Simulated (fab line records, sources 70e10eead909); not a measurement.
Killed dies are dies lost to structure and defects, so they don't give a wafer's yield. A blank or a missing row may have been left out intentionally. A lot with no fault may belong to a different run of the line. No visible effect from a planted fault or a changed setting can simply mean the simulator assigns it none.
Struck lot and sound lot, side by side -- flow nand_harc -- 14 steps out of a route of 1159
Sound: wafers L619.2, L619.3, L619.5. The struck wafers were L633.1, L633.2, L633.3. Last of all comes the cause.
Order at every step that has rows: each side's tool, ch and its chambers, its first start. Under that, the readings that differ: sound wafers -- struck wafers -- difference of the means -- sigmas: that difference in standard deviations of wafers without a fault.
alike: readings with means less than 2 such deviations apart, plus words and numbers identical on both sides. not compared: withheld readings, readings lacking a value on some wafer, bounds such as >300 that could conceal the same value, and numbers that have no deviation in the record and whose values overlap.
The two part at a step that has a row with sigmas, a row that says differs or no value, or rows on one side only. When numbers do not overlap yet have no deviation, they are printed without sigmas and do not part them. A reading that every wafer of one side lacks parts them only if that side has two wafers or more.

first, 2 steps without rows for these wafers: NHARC_A_M0_PRE_CLEAN_29 (time 30 s); NHARC_A_M0_PVD_20 (deposits TaN, target thk 5 nm, time 8.06 s).
NHARC_A_M0_PVD_21: deposits Cu, target thk 30 nm, time 20.49 s.
  sound on pvd_sputter-01; struck on pvd_sputter-01
  alike: throttle_valve_pct
then, 1 step without rows for these wafers: NHARC_A_M0_ECD_22 (material Cu, target thk 400 nm).
NHARC_A_M0_ANNEAL_30: time 90 s.
  sound on rtp_anneal-02 ch 0, day 18 16:02; struck on rtp_anneal-02 ch 0, day 21 12:22
  alike: wafer_temp_C_max
NHARC_A_M0_CMP_23: polishes, t overpolish 20 s, target thk 113.75 nm.
  sound on cmp-02 ch 1,2,3, day 18 16:20; struck on cmp-02 ch 1,2,3, day 21 12:44
reading,sound,struck,difference,sigmas
time_to_endpoint_s (s),30.1 31.6 30.9,28.3 26.8 25.5,-4.0,-2
  alike: motor_current_A, retaining_ring_pressure_frac
NHARC_A_M0_THK_MEAS_24: measures by xrf.
  sound on film_metro-02 at day 18 16:39; struck on film_metro-01 at day 21 13:02
  alike: thk_nm
next, for these wafers, 1 step has no rows: NHARC_A_M0_SRD_25.
NHARC_A_M0_INSPECT_27:
  sound on defect_inspect-01 at day 18 16:49; struck on defect_inspect-01 at day 21 13:11
  alike: raw_defect_count
NHARC_A_M0_PRE_CLEAN_31: time 12 s.
  sound on pecvd-03 ch 0,1, day 18 16:53; struck on pecvd-03 ch 0,1,2, day 21 13:16
  alike: heater_power_w
NHARC_A_M0_DEP_32: deposits SiCN, target thk 30 nm.
  sound on pecvd-03 ch 0,1, day 18 16:58; struck on pecvd-03 ch 0,1,2, day 21 13:20
  alike: chamber_pressure_Torr, heater_power_outer_w, heater_power_w
NHARC_A_M1_DEP_00: deposits SiOC, target thk 182.5 nm.
  sound on pecvd-04 ch 0,1,2, day 18 17:25; struck on pecvd-03 ch 0,1,2, day 21 13:44
  no value came back on the struck wafers for chamber_pressure_Torr (Torr), rf_fwd_power_W (W); on the sound wafers chamber_pressure_Torr (Torr) reads 4.993 5.006 4.990
then, 1 step without rows for these wafers: NHARC_A_M1_DEHYDRATE_01 (time 120 s).
NHARC_END_SORT_01:
  only the struck wafers appear in the record here, on prober-01 ch 0 at day 23 04:38; the sound ones have no rows

WHERE THEY PART
Earliest at NHARC_A_M0_CMP_23; latest, in this record, at NHARC_END_SORT_01.

WHY: the cause the simulator had injected
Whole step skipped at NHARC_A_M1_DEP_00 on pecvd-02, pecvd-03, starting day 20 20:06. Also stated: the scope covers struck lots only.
